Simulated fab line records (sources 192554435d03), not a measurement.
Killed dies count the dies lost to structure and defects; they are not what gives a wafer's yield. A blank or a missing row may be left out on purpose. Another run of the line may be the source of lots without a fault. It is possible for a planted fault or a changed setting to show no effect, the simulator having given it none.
Matching of chambers | flow n5Finfet | N5_MOL_CONTACT_COAG_ETCH_91 on rieDiel-01: 4 sister chambers
The step etches SOC in N2/H2, target depth 60 nm, overetch 21 nm, time 101.2 s. 8 wafers are shown with their chamber, then 6 later ones without.

WAFERS PAIRED WITH THEIR CHAMBERS
wafer  | chamber | drypumpMotorCurrentA (A) | showerheadPlenumPTorr (Torr)
L841.1 | 3       | 5.2                      | 2.49
L843.2 | 1       | 5.6                      | 2.60
L843.3 | 3       | 5.2                      | 2.48
L844.1 | 2       | 5.8                      | 2.53
L844.4 | 0       | 5.1                      | 2.48
L844.6 | 0       | 5.1                      | 2.48
L845.2 | 2       | 5.7                      | 2.53
L845.3 | 1       | 5.6                      | 2.60

WAFERS WITH NO CHAMBER GIVEN
wafer  | drypumpMotorCurrentA (A) | showerheadPlenumPTorr (Torr)
L845.6 | 5.6                      | 2.60
L857.1 | 5.2                      | 2.47
L857.2 | 5.6                      | 2.59
L857.6 | 5.8                      | 2.52
L858.3 | 5.1                      | 2.47
L858.4 | 5.8                      | 2.52

CHAMBER TAKEN BY EACH
wafer  | from the rows above     | in truth
L845.6 | 1                       | 1
L857.1 | can't be placed: 0 or 3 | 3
L857.2 | 1                       | 1
L857.6 | 2                       | 2
L858.3 | 0                       | 0
L858.4 | 2                       | 2
Correct placement for 5 of the 6. Not placeable from these rows: 1 (in 1, the candidates include the true chamber). Placed wrongly: 0.
How it was worked out, from the rows above alone: a wafer's distance from a chamber is the root of the sum, over the readings, of the square of ((its reading less the chamber's mean) divided by the reading's scatter). The wafer belongs to the nearest chamber; if the next one is less than 2 further off, it can't be placed. Each chamber's mean is taken over the wafers shown for it. The scatter is the square root of a quotient: the sum, over the shown wafers, of each reading's squared deviation from its chamber's mean, divided by wafers minus chambers.
